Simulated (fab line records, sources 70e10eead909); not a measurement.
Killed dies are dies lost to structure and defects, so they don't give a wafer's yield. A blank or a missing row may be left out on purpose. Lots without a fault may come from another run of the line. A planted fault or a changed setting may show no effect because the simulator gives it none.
Chamber matching | flow nand_harc | NHARC_A_STAIRCASE_ALD_415 on ald_hk-02: 4 sister chambers
The step deposits SiO2, target thk 30 nm, pulse time 6 s, ald cycles 300. 4 wafers are shown with their chamber, then 10 later ones without.

WAFERS WITH THEIR CHAMBER
wafer  | chamber | heater_power_w (W)
L076.5 | 3       | 387
L081.5 | 1       | 522
L085.2 | 2       | 522
L085.3 | 0       | 504

WAFERS WITHOUT THEIR CHAMBER
wafer  | heater_power_w (W)
L085.6 | 380
L086.1 | 488
L086.3 | 521
L086.4 | 390
L088.2 | 535
L088.4 | 389
L088.5 | 392
L092.2 | 477
L092.3 | 415
L092.5 | 486

WHICH CHAMBER EACH WENT THROUGH
wafer  | from the rows above          | in truth
L085.6 | 3                            | 3
L086.1 | can't be placed: 0 or 1 or 2 | 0
L086.3 | can't be placed: 1 or 2 or 0 | 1
L086.4 | 3                            | 3
L088.2 | can't be placed: 1 or 2 or 0 | 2
L088.4 | 3                            | 3
L088.5 | 3                            | 3
L092.2 | can't be placed: 0 or 1 or 2 | 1
L092.3 | 3                            | 3
L092.5 | can't be placed: 0 or 1 or 2 | 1
Placed correctly: 5 of 10. Can't be placed from these rows: 5 (the true chamber is among the candidates in 5). Placed wrongly: 0.
How it was worked out, from the rows above alone: a wafer's distance from a chamber is the root of the sum, over the readings, of the square of ((its reading less the chamber's mean) divided by the reading's scatter). The wafer belongs to the nearest chamber; if the next one is less than 2 further off, it can't be placed. A chamber's mean is the mean of its shown wafers. The scatter: with one shown wafer a chamber, the root of the mean of the squares of how far each hidden wafer lies from its nearest shown one.
